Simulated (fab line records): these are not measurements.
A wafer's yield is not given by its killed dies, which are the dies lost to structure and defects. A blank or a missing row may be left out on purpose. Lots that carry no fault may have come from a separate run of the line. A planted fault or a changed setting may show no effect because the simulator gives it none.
A struck lot beside a sound one -- flow nand_harc -- 15 steps out of a route of 1302
Sound: these wafers, L418.3, L418.4, L418.5. Wafers struck: L423.1, L423.4, L423.5. At the end, the cause is stated.
At each step with rows: each side's tool, then ch and its chambers, then its first start. Under that, the readings that differ: sound wafers -- struck wafers -- difference of the means -- sigmas: that difference in standard deviations of wafers without a fault.
alike: words and numbers the same on both sides, and readings whose means are apart by under 2 such deviations; not compared: readings that were withheld, readings missing a value for some wafer, numbers with overlapping values and no deviation given by the record, and bounds like >300 which may hide the same value.
The two part at a step that has a row with sigmas, a row that says differs or no value, or rows on one side only. Non-overlapping numbers with no deviation appear without sigmas and do not part them. A reading that every wafer of one side lacks parts them only if that side has two wafers or more.

first, 8 steps without rows for these wafers: NHARC_P_BONDPAD_HMDS_02 (time 30 s); NHARC_P_BONDPAD_COAT_36 (time 65 s); NHARC_P_BONDPAD_COAT_03 (resist thk 600 nm); NHARC_P_BONDPAD_SOFTBAKE_04 (time 70 s); NHARC_P_BONDPAD_EBR_05; NHARC_P_BONDPAD_EXPOSE_06 (exposes mask P BPAD); NHARC_P_BONDPAD_PEB_07 (peb time 80 s); NHARC_P_BONDPAD_DEVELOP_08 (time 50 s).
NHARC_P_BONDPAD_CD_MEAS_09: the cd target is 500 nm.
  sound on cd_sem-03 ch 0, day 9 01:59; struck on cd_sem-01 ch 0, day 11 04:25
  alike: cd_nm
NHARC_P_BONDPAD_OVL_MEAS_38:
  sound: overlay-01 at day 9 02:04; struck: overlay-02 at day 11 04:30
  alike: overlay_x_nm, overlay_y_nm
then, 1 step without rows for these wafers: NHARC_P_BONDPAD_HARDBAKE_10 (time 65 s).
NHARC_P_BONDPAD_DESCUM_11: chemistry O2, time 3 s.
  sound on rie_diel-12 ch 0,3, day 9 02:14; struck on rie_diel-01 ch 0,1, day 11 04:38
  alike: drypump_motor_current_A, oes_product_au, rf_vpp_V, showerhead_plenum_p_Torr, throttle_valve_pct
  not compared: rf_hours_counter_h
NHARC_P_BONDPAD_ETCH_37: etches the open film in N2/H2, target depth 60 nm, overetch 18 nm, time 65.91 s.
  sound on rie_diel-12 ch 0,3, day 9 02:22; struck on rie_diel-01 ch 0,2,3, day 11 04:43
  no value came back on the struck wafers for any of 7 readings (bias_w (W), chamber_pressure_mTorr (mTorr) and others); on the sound wafers bias_w (W) reads 148.8 150.5 149.6
  not compared: rf_hours_counter_h
NHARC_P_BONDPAD_ETCH_12: etches the open film in CHF3/O2, target depth 200 nm, time 100 s.
  sound on rie_diel-12 ch 0,3, day 9 02:30; struck on rie_diel-01 ch 1,2, day 11 04:48
  alike: bias_w, chamber_pressure_mTorr, drypump_motor_current_A, oes_product_au, rf_vpp_V, showerhead_plenum_p_Torr, throttle_valve_pct
  not compared: rf_hours_counter_h
-- break in the record here, with 18 days between the starts of the struck wafers on either side (left off in module P_BONDPAD, picked up again in module END, where the first step shown is number 1302 on the route) --
NHARC_END_SORT_01:
  only the struck wafers appear in the record here, on prober-01 ch 0 at day 29 11:13; the sound ones have no rows

== WHERE THEY PART ==
At NHARC_P_BONDPAD_ETCH_37 first; at NHARC_END_SORT_01 last (within this record only).

WHY: the cause the simulator had injected
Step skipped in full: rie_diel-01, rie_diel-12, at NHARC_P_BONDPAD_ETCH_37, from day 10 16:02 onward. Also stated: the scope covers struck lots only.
